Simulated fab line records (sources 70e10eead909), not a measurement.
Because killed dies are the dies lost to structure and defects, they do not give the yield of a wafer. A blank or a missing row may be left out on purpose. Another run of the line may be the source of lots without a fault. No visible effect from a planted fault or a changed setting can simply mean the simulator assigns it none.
Matching of chambers -- flow nand_harc -- NHARC_A_M1_DEP_33 on pecvd-04: 3 sister chambers
The step deposits SiCN, target thk 30 nm. 3 wafers are shown with their chamber, then 11 later ones without.

EACH WAFER AND ITS CHAMBER
wafer,chamber,heater_power_w (W)
L085.4,2,666
L086.6,0,587
L087.1,1,493

WAFERS WITHOUT THEIR CHAMBER
wafer,heater_power_w (W)
L087.2,725
L087.4,513
L093.2,593
L093.3,580
L093.5,611
L096.3,748
L096.5,500
L096.6,651
L097.1,777
L097.2,568
L097.4,581

EACH ONE'S CHAMBER
wafer,from the rows above,in truth
L087.2,can't be placed: 2 or 0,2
L087.4,can't be placed: 1 or 0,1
L093.2,can't be placed: 0 or 2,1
L093.3,can't be placed: 0 or 2 or 1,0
L093.5,can't be placed: 0 or 2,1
L096.3,can't be placed: 2 or 0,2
L096.5,can't be placed: 1 or 0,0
L096.6,can't be placed: 2 or 0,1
L097.1,can't be placed: 2 or 0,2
L097.2,can't be placed: 0 or 1 or 2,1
L097.4,can't be placed: 0 or 2 or 1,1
0 of 11 placed correctly. These rows do not allow placing 11 (true chamber among the candidates in 8). Wrongly placed: 0.
How it was worked out, from the rows above alone: a wafer's distance from a chamber is the root of the sum, over the readings, of the square of ((its reading less the chamber's mean) divided by the reading's scatter). If the next closest chamber is less than 2 further off than the closest, the wafer can't be placed; otherwise it belongs to the closest. A chamber's mean is the mean of its shown wafers. The scatter (one wafer shown for each chamber): square how far every hidden wafer sits from the nearest shown wafer, average those squares and take the square root.
